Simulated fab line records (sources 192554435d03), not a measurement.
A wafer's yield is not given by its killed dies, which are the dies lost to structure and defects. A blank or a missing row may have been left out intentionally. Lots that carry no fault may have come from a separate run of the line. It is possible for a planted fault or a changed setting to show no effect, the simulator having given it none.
Split-lot experiment || flow n5Finfet || route with 1938 steps; 7 lots, 21 wafers read

SPLIT DETAILS
At N5_DUMMY_GATE_ETCH_37 (etches SOC in N2/H2, target depth 60 nm, overetch 30 nm), the setting sourceW was moved away from the recipe's 840 W on 4 of the 21 wafers read, by +4.6% to +17.4%. The other wafers ran this setting at the recipe's value.

The reading comes from the split's own step.

THE READING
rfVppV, in V, at N5_DUMMY_GATE_ETCH_37 (etches SOC in N2/H2, target depth 60 nm, overetch 30 nm). On this fab line, fault-free wafers typically give 522.8 V with a standard deviation of 2.8 V.

{"wafer": "L080.1", "tool, chamber at the split": "rieDiel-04, 3", "sourceW as run, W": 840, "against the recipe": "recipe", "rfVppV, V": 519.5, "against lot-mates on the recipe": "-"}
{"wafer": "L080.2", "tool, chamber at the split": "rieDiel-04, 0", "sourceW as run, W": 840, "against the recipe": "recipe", "rfVppV, V": 521.5, "against lot-mates on the recipe": "-"}
{"wafer": "L080.4", "tool, chamber at the split": "rieDiel-04, 2", "sourceW as run, W": 840, "against the recipe": "recipe", "rfVppV, V": 525.5, "against lot-mates on the recipe": "-"}
{"wafer": "L084.2", "tool, chamber at the split": "rieDiel-06, 0", "sourceW as run, W": 840, "against the recipe": "recipe", "rfVppV, V": 521.1, "against lot-mates on the recipe": "-"}
{"wafer": "L084.4", "tool, chamber at the split": "rieDiel-06, 3", "sourceW as run, W": 840, "against the recipe": "recipe", "rfVppV, V": 521.7, "against lot-mates on the recipe": "-"}
{"wafer": "L084.5", "tool, chamber at the split": "rieDiel-06, 3", "sourceW as run, W": 840, "against the recipe": "recipe", "rfVppV, V": 521.4, "against lot-mates on the recipe": "-"}
{"wafer": "L085.2", "tool, chamber at the split": "rieDiel-04, 1", "sourceW as run, W": 840, "against the recipe": "recipe", "rfVppV, V": 525.3, "against lot-mates on the recipe": "-"}
{"wafer": "L085.5", "tool, chamber at the split": "rieDiel-04, 1", "sourceW as run, W": 840, "against the recipe": "recipe", "rfVppV, V": 527.6, "against lot-mates on the recipe": "-"}
{"wafer": "L085.6", "tool, chamber at the split": "rieDiel-04, 0", "sourceW as run, W": 840, "against the recipe": "recipe", "rfVppV, V": 521.0, "against lot-mates on the recipe": "-"}
{"wafer": "L090.2", "tool, chamber at the split": "rieDiel-04, 1", "sourceW as run, W": 986.1, "against the recipe": "+17.4%", "rfVppV, V": 498.6, "against lot-mates on the recipe": -21.2}
{"wafer": "L090.4", "tool, chamber at the split": "rieDiel-04, 3", "sourceW as run, W": 840, "against the recipe": "recipe", "rfVppV, V": 517.9, "against lot-mates on the recipe": "-"}
{"wafer": "L090.5", "tool, chamber at the split": "rieDiel-04, 0", "sourceW as run, W": 840, "against the recipe": "recipe", "rfVppV, V": 521.7, "against lot-mates on the recipe": "-"}
{"wafer": "L093.1", "tool, chamber at the split": "rieDiel-03, 0", "sourceW as run, W": 840, "against the recipe": "recipe", "rfVppV, V": 524.6, "against lot-mates on the recipe": "-"}
{"wafer": "L093.3", "tool, chamber at the split": "rieDiel-03, 3", "sourceW as run, W": 840, "against the recipe": "recipe", "rfVppV, V": 519.4, "against lot-mates on the recipe": "-"}
{"wafer": "L093.6", "tool, chamber at the split": "rieDiel-03, 0", "sourceW as run, W": 840, "against the recipe": "recipe", "rfVppV, V": 525.1, "against lot-mates on the recipe": "-"}
{"wafer": "L094.1", "tool, chamber at the split": "rieDiel-04, 0", "sourceW as run, W": 840, "against the recipe": "recipe", "rfVppV, V": 520.8, "against lot-mates on the recipe": "-"}
{"wafer": "L094.4", "tool, chamber at the split": "rieDiel-04, 3", "sourceW as run, W": 975.3, "against the recipe": "+16.1%", "rfVppV, V": 492.8, "against lot-mates on the recipe": -28.0}
{"wafer": "L094.5", "tool, chamber at the split": "rieDiel-04, 3", "sourceW as run, W": 975.3, "against the recipe": "+16.1%", "rfVppV, V": 492.6, "against lot-mates on the recipe": -28.2}
{"wafer": "L095.1", "tool, chamber at the split": "rieDiel-03, 1", "sourceW as run, W": 840, "against the recipe": "recipe", "rfVppV, V": 520.2, "against lot-mates on the recipe": "-"}
{"wafer": "L095.2", "tool, chamber at the split": "rieDiel-03, 3", "sourceW as run, W": 878.9, "against the recipe": "+4.6%", "rfVppV, V": 512.6, "against lot-mates on the recipe": -8.9}
{"wafer": "L095.4", "tool, chamber at the split": "rieDiel-03, 2", "sourceW as run, W": 840, "against the recipe": "recipe", "rfVppV, V": 522.8, "against lot-mates on the recipe": "-"}

THE FIT
A straight line over all 21 wafers: rfVppV changes by -1.66 V for each +1% of sourceW; r = -0.96; the points scatter about the line by 2.9 V.
The same after taking each lot's own level away (the mean of its wafers on the recipe; 21 wafers): -1.55 V for each +1%; r = -0.96; scatter 2.6 V.
That fit puts the effect of the largest move of sourceW on the reading at 27 V.
The span of the lots' own levels, 519.80 to 524.63 V, comes to 1.7 times the standard deviation stated above.
The two slopes agree, so the slope changes little with the lot-to-lot level.
Check: with one of the wafers moved furthest among these (+17.4%) left out of the fit, the line predicts -30.5 V for it against its lot-mates. It came out at -21.2 V against them.
Tool readings at the split's step, against how far the setting was moved: rfVppV r = -0.96.

OTHER SPLITS ON THESE WAFERS
Before the reading, these wafers also passed through other splits. Each is held against what the fit with the lots' levels taken away leaves over:
{"other split on the same wafers": "N5_ZERO_LAYER_PECVD_02 timeS", "wafers away from the commonest value": 9, "r with rfVppV (lot level and that fit taken away)": -0.02}
{"other split on the same wafers": "N5_ZERO_LAYER_COAT_05 spinRpm", "wafers away from the commonest value": 4, "r with rfVppV (lot level and that fit taken away)": -0.14}
{"other split on the same wafers": "N5_ZERO_LAYER_EXPOSE_08 doseMj", "wafers away from the commonest value": 6, "r with rfVppV (lot level and that fit taken away)": "+0.29"}
{"other split on the same wafers": "N5_FIN_SAQP_COAT_50 spinRpm", "wafers away from the commonest value": 11, "r with rfVppV (lot level and that fit taken away)": -0.02}
{"other split on the same wafers": "N5_FIN_SAQP_EXPOSE_13 doseMj", "wafers away from the commonest value": 5, "r with rfVppV (lot level and that fit taken away)": -0.53}
{"other split on the same wafers": "N5_FIN_SAQP_SPACER1_ALD_24 tempC", "wafers away from the commonest value": 10, "r with rfVppV (lot level and that fit taken away)": "+0.06"}

FILE'S OWN FIT
rfVppV changes by -1.48 V for each +1% of sourceW, r = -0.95.
